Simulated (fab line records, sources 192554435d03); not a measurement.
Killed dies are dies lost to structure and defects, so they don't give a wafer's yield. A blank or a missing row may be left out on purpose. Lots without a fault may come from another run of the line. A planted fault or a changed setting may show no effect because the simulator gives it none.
A struck lot beside a sound one | flow n5_finfet | 37 steps out of a route of 1938
Sound: wafers L125.1, L125.2, L125.3. Struck: wafers L137.2, L137.4, L137.6. The cause comes at the end.
At each step with rows: each side's tool, then ch and its chambers, then its first start. Under that, the readings that differ: sound wafers | struck wafers | difference of the means | sigmas: that difference in standard deviations of wafers without a fault.
alike: readings whose means differ by less than 2 such deviations, and words and numbers that are the same on both sides. not compared: withheld readings, readings that some wafer has no value for, bounds like >300 that may hide the same value, and numbers for which the record gives no deviation and whose values overlap.
The two part at a step that has a row with sigmas, a row that says differs or no value, or rows on one side only. Numbers that don't overlap but have no deviation are shown without sigmas and don't part them. A reading that every wafer of one side lacks parts them only if that side has two wafers or more.

first, 9 steps without rows for these wafers: N5_MOL_CONTACT_COAG_PRECLEAN_127 (cleans in DIW, time 57.5 s); N5_MOL_CONTACT_COAG_SRD_128 (dry time 32 s); N5_MOL_CONTACT_COAG_CMP_52 (polishes, stops on SiO2, t overpolish 1.5 s, target thk 66.5 nm); N5_MOL_CONTACT_COAG_ANNEAL_112 (time 1800 s); N5_BEOL_M0_SAQP_PECVD_00 (deposits SiCN from 3MS/NH3, target thk 8 nm, time 14 s); N5_BEOL_M0_SAQP_ILD_DEP_01 (deposits SiOC from DEMS/O2, target thk 45.419 nm, time 8.7 s); N5_BEOL_M0_SAQP_HM_DEP_02 (deposits TiN, target thk 12 nm); N5_BEOL_M0_SAQP_PECVD_03 (deposits SiCN from 3MS/NH3, target thk 12 nm, time 21.1 s); N5_BEOL_M0_SAQP_PECVD_96 (deposits a-Si from SiH4/He, target thk 45 nm, time 45.2 s).
N5_BEOL_M0_SAQP_PECVD_97: deposits SiNx from SiH4/NH3/N2, target thk 23 nm, time 19.9 s.
  sound on pecvd-01 ch 0,1,2, day 7 22:21; struck on pecvd-01 ch 1,2, day 10 17:46
  reading                                         | sound          | struck     | difference | sigmas
  model.SiNx_of_BEOL_M0_SAQP_PECVD_97.thk_nm (nm) | 22.6 23.2 22.2 | 16.8 17 17 | -5.7       |
  alike: heater_power_w, showerhead_plenum_p_Torr, throttle_valve_pct
then, 24 steps without rows for these wafers: N5_BEOL_M0_SAQP_PECVD_04 (deposits a-Si from SiH4/He, target thk 60 nm, time 60.2 s); N5_BEOL_M0_SAQP_HM_DEP_111 (deposits SiO2 from SiH4/N2O, target thk 12 nm, time 7.2 s); N5_BEOL_M0_SAQP_COAT_81 (time 60 s, resist thk 100 nm); N5_BEOL_M0_SAQP_COAT_82 (time 60 s, resist thk 30 nm); N5_BEOL_M0_SAQP_COAT_08 (resist thk 90 nm); N5_BEOL_M0_SAQP_EBR_10; N5_BEOL_M0_SAQP_SOFTBAKE_09 (time 60 s); N5_BEOL_M0_SAQP_EXPOSE_11 (exposes mask M0 CORE, target cd 42 nm); N5_BEOL_M0_SAQP_PEB_12 (peb time 60 s); N5_BEOL_M0_SAQP_DEVELOP_13 (develop time 30 s); N5_BEOL_M0_SAQP_DESCUM_19 (chemistry O2, time 7.9 s); N5_BEOL_M0_SAQP_ETCH_83 (etches SiARC in CF4, target depth 39 nm, time 65 s); N5_BEOL_M0_SAQP_ETCH_84 (etches SOC in N2/H2, target depth 100 nm, overetch 20 nm, time 150 s); N5_BEOL_M0_SAQP_STRIP_80 (strips in N2/H2); N5_BEOL_M0_SAQP_HM_OPEN_112 (chemistry CHF3/O2, target SiO2, stops on a-Si, target depth 12 nm, time 13.5 s); N5_BEOL_M0_SAQP_STRIP_113 (strips in CHF3/O2); N5_BEOL_M0_SAQP_MANDREL_ETCH_20 (etches a-Si in HBr/Cl2, stops on SiNx, target depth 60 nm, bt time 10 s, time 30 s); N5_BEOL_M0_SAQP_STRIP_86 (strips in N2/H2); N5_BEOL_M0_SAQP_STRIP_115 (strips in post etch residue remover, time 60 s); N5_BEOL_M0_SAQP_SRD_93 (time 30 s); N5_BEOL_M0_SAQP_RECESS_114 (chemistry HF/NH3, target SiO2, target depth 14.4 nm, afs cycles 3, sublimation time 60 s); N5_BEOL_M0_SAQP_SPACER1_ALD_98 (deposits SiO2, target thk 12.8 nm, pulse time 1 s, purge time 2 s); N5_BEOL_M0_SAQP_SPACER1_ETCHBACK_99 (etches SiO2 in CHF3/O2, target depth 15.4 nm, time 7.7 s); N5_BEOL_M0_SAQP_MANDREL1_REMOVE_100 (chemistry HBr/Cl2/O2, target a-Si, stops on SiNx, bt time 10 s).
N5_BEOL_M0_SAQP_ETCH_106: etches SOC in N2/H2, stops on SiNx, target depth 150 nm.
  sound on rie_diel-01 ch 0,1,3, day 8 01:46; struck on rie_diel-04 ch 2,3, day 10 21:19
  reading                                         | sound          | struck    | difference | sigmas
  model.SiNx_of_BEOL_M0_SAQP_PECVD_97.thk_nm (nm) | 14.8 15.4 14.4 | 9.2 9 9.4 | -5.7       |
  alike: chamber_pressure_mTorr, drypump_motor_current_A, oes_product_au, rf_vpp_V, showerhead_plenum_p_Torr, throttle_valve_pct
  not compared: rf_hours_counter_h
-- the record jumps here: 3 days lie between the struck wafers' starts before and after (it left off in module BEOL_M0_SAQP and takes up again in module BEOL_M4, whose first step shown is number 1111 of the route) --
N5_BEOL_M4_RC_MEAS_101:
  sound on prober-01 ch 0, day 10 13:37; struck on prober-02 ch 0, day 13 21:27
  alike: DIBL_N, DIBL_P, IOFF_N, IOFF_P, ION_N, ION_P, SS_N, SS_P, VT_N, VT_P
then, 1 step without rows for these wafers: N5_PASSIVATION_PROBE_49.

WHERE THEY PART
Nowhere in this record.

WHY: what the simulator had put in
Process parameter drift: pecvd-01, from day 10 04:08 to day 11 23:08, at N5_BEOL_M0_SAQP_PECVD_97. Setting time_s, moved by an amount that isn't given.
